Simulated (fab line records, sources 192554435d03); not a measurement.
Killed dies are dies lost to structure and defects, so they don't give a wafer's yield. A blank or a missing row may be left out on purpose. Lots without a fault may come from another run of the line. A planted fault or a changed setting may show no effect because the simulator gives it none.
Chamber matching | flow n5_finfet | N5_BEOL_M1_ETCHBACK_99 on rie_diel-02: 4 sister chambers
The step etches SiO2 in CHF3, target depth 5 nm, time 10.4 s. 4 wafers are shown with their chamber, then 10 later ones without.

WAFERS WITH THEIR CHAMBER
wafer  | chamber | drypump_motor_current_A (A)
L082.2 | 2       | 5.8
L085.6 | 3       | 5.1
L091.2 | 0       | 5.9
L091.4 | 1       | 5.9

WAFERS WITHOUT THEIR CHAMBER
wafer  | drypump_motor_current_A (A)
L091.6 | 5.0
L092.2 | 6.0
L092.5 | 5.9
L092.6 | 6.0
L095.1 | 6.0
L095.5 | 5.7
L095.6 | 5.0
L097.1 | 5.1
L097.4 | 6.0
L097.5 | 5.1

WHICH CHAMBER EACH WENT THROUGH
wafer  | from the rows above          | in truth
L091.6 | 3                            | 3
L092.2 | can't be placed: 0 or 1 or 2 | 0
L092.5 | can't be placed: 0 or 1 or 2 | 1
L092.6 | can't be placed: 0 or 1 or 2 | 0
L095.1 | can't be placed: 0 or 1 or 2 | 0
L095.5 | can't be placed: 2 or 0 or 1 | 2
L095.6 | 3                            | 3
L097.1 | 3                            | 3
L097.4 | can't be placed: 0 or 1 or 2 | 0
L097.5 | 3                            | 3
Placed correctly: 4 of 10. Can't be placed from these rows: 6 (the true chamber is among the candidates in 6). Placed wrongly: 0.
How it was worked out, from the rows above alone: a wafer's distance from a chamber is the root of the sum, over the readings, of the square of ((its reading less the chamber's mean) divided by the reading's scatter). The wafer belongs to the nearest chamber; if the next one is less than 2 further off, it can't be placed. A chamber's mean is the mean of its shown wafers. The scatter: with one shown wafer a chamber, the root of the mean of the squares of how far each hidden wafer lies from its nearest shown one.
